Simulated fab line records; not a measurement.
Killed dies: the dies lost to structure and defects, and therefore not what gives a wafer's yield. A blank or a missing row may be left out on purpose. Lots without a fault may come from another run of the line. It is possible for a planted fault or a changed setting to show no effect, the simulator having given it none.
Matching of chambers :: flow n5-finfet :: rie-diel-02 running N5_BEOL_M3_VIA_ETCH_34: 4 sister chambers
The step etches the open film in C4F6/O2, target depth 69.4 nm, time 65.9 s. 18 wafers are shown with their chamber, then 9 later ones without.

## WAFERS PAIRED WITH THEIR CHAMBERS
wafer: L076.3
chamber: 0
drypump-motor-current-A (A): 6.1
showerhead-plenum-p-Torr (Torr): 2.95
rf-vpp-V (V): 665

wafer: L076.5
chamber: 2
drypump-motor-current-A (A): 5.1
showerhead-plenum-p-Torr (Torr): 2.77
rf-vpp-V (V): 659

wafer: L076.6
chamber: 1
drypump-motor-current-A (A): 5.8
showerhead-plenum-p-Torr (Torr): 2.81
rf-vpp-V (V): 666

wafer: L078.1
chamber: 2
drypump-motor-current-A (A): 5.0
showerhead-plenum-p-Torr (Torr): 2.76
rf-vpp-V (V): 660

wafer: L078.4
chamber: 3
drypump-motor-current-A (A): 4.9
showerhead-plenum-p-Torr (Torr): 2.92
rf-vpp-V (V): 671

wafer: L078.5
chamber: 3
drypump-motor-current-A (A): 4.9
showerhead-plenum-p-Torr (Torr): 2.91
rf-vpp-V (V): 669

wafer: L080.3
chamber: 1
drypump-motor-current-A (A): 5.8
showerhead-plenum-p-Torr (Torr): 2.81
rf-vpp-V (V): 666

wafer: L080.4
chamber: 0
drypump-motor-current-A (A): 6.1
showerhead-plenum-p-Torr (Torr): 2.95
rf-vpp-V (V): 666

wafer: L080.5
chamber: 3
drypump-motor-current-A (A): 4.9
showerhead-plenum-p-Torr (Torr): 2.91
rf-vpp-V (V): 670

wafer: L084.1
chamber: 2
drypump-motor-current-A (A): 5.0
showerhead-plenum-p-Torr (Torr): 2.76
rf-vpp-V (V): 659

wafer: L084.2
chamber: 0
drypump-motor-current-A (A): 6.1
showerhead-plenum-p-Torr (Torr): 2.94
rf-vpp-V (V): 665

wafer: L084.6
chamber: 3
drypump-motor-current-A (A): 4.9
showerhead-plenum-p-Torr (Torr): 2.91
rf-vpp-V (V): 671

wafer: L090.2
chamber: 1
drypump-motor-current-A (A): 5.8
showerhead-plenum-p-Torr (Torr): 2.80
rf-vpp-V (V): 665

wafer: L090.3
chamber: 2
drypump-motor-current-A (A): 5.1
showerhead-plenum-p-Torr (Torr): 2.76
rf-vpp-V (V): 659

wafer: L090.6
chamber: 1
drypump-motor-current-A (A): 5.8
showerhead-plenum-p-Torr (Torr): 2.80
rf-vpp-V (V): 666

wafer: L093.1
chamber: 0
drypump-motor-current-A (A): 6.1
showerhead-plenum-p-Torr (Torr): 2.93
rf-vpp-V (V): 664

wafer: L093.5
chamber: 0
drypump-motor-current-A (A): 6.1
showerhead-plenum-p-Torr (Torr): 2.93
rf-vpp-V (V): 665

wafer: L093.6
chamber: 1
drypump-motor-current-A (A): 5.8
showerhead-plenum-p-Torr (Torr): 2.80
rf-vpp-V (V): 665

SIGNATURES (means of the wafers above)
reading: drypump-motor-current-A
chamber 0: 6.100
chamber 1: 5.800
chamber 2: 5.050
chamber 3: 4.900
scatter within a chamber: 0.0267

reading: showerhead-plenum-p-Torr
chamber 0: 2.9400
chamber 1: 2.8040
chamber 2: 2.7625
chamber 3: 2.9125
scatter within a chamber: 0.00692

reading: rf-vpp-V
chamber 0: 665.00
chamber 1: 665.60
chamber 2: 659.25
chamber 3: 670.25
scatter within a chamber: 0.692
Rule: for a wafer and a chamber, the distance is found by dividing, reading by reading, the gap between the wafer's reading and the chamber's mean by the reading's scatter, squaring, summing and taking the root. If the next closest chamber is less than 2 further off than the closest, the wafer can't be placed; otherwise it belongs to the closest. The scatter: take each reading less its chamber's mean, square it, sum over the shown wafers, divide by the number of wafers less the number of chambers, and take the root.

## WAFERS WITHOUT THEIR CHAMBER
wafer: L092.2
drypump-motor-current-A (A): 6.1
showerhead-plenum-p-Torr (Torr): 2.93
rf-vpp-V (V): 665

wafer: L092.4
drypump-motor-current-A (A): 5.8
showerhead-plenum-p-Torr (Torr): 2.80
rf-vpp-V (V): 665

wafer: L092.5
drypump-motor-current-A (A): 6.1
showerhead-plenum-p-Torr (Torr): 2.93
rf-vpp-V (V): 667

wafer: L096.1
drypump-motor-current-A (A): 5.8
showerhead-plenum-p-Torr (Torr): 2.79
rf-vpp-V (V): 665

wafer: L096.3
drypump-motor-current-A (A): 5.1
showerhead-plenum-p-Torr (Torr): 2.75
rf-vpp-V (V): 660

wafer: L096.6
drypump-motor-current-A (A): 5.8
showerhead-plenum-p-Torr (Torr): 2.79
rf-vpp-V (V): 666

wafer: L097.3
drypump-motor-current-A (A): 5.1
showerhead-plenum-p-Torr (Torr): 2.75
rf-vpp-V (V): 659

wafer: L097.4
drypump-motor-current-A (A): 4.9
showerhead-plenum-p-Torr (Torr): 2.90
rf-vpp-V (V): 670

wafer: L097.6
drypump-motor-current-A (A): 4.9
showerhead-plenum-p-Torr (Torr): 2.90
rf-vpp-V (V): 669

## THE CHAMBER EACH PASSED THROUGH
wafer: L092.2
from the rows above: 0
in truth: 0

wafer: L092.4
from the rows above: 1
in truth: 1

wafer: L092.5
from the rows above: 0
in truth: 0

wafer: L096.1
from the rows above: 1
in truth: 1

wafer: L096.3
from the rows above: 2
in truth: 2

wafer: L096.6
from the rows above: 1
in truth: 1

wafer: L097.3
from the rows above: 2
in truth: 2

wafer: L097.4
from the rows above: 3
in truth: 3

wafer: L097.6
from the rows above: 3
in truth: 3
Correctly placed: 9 of 9. Can't be placed from these rows: 0. Placed wrongly: 0.
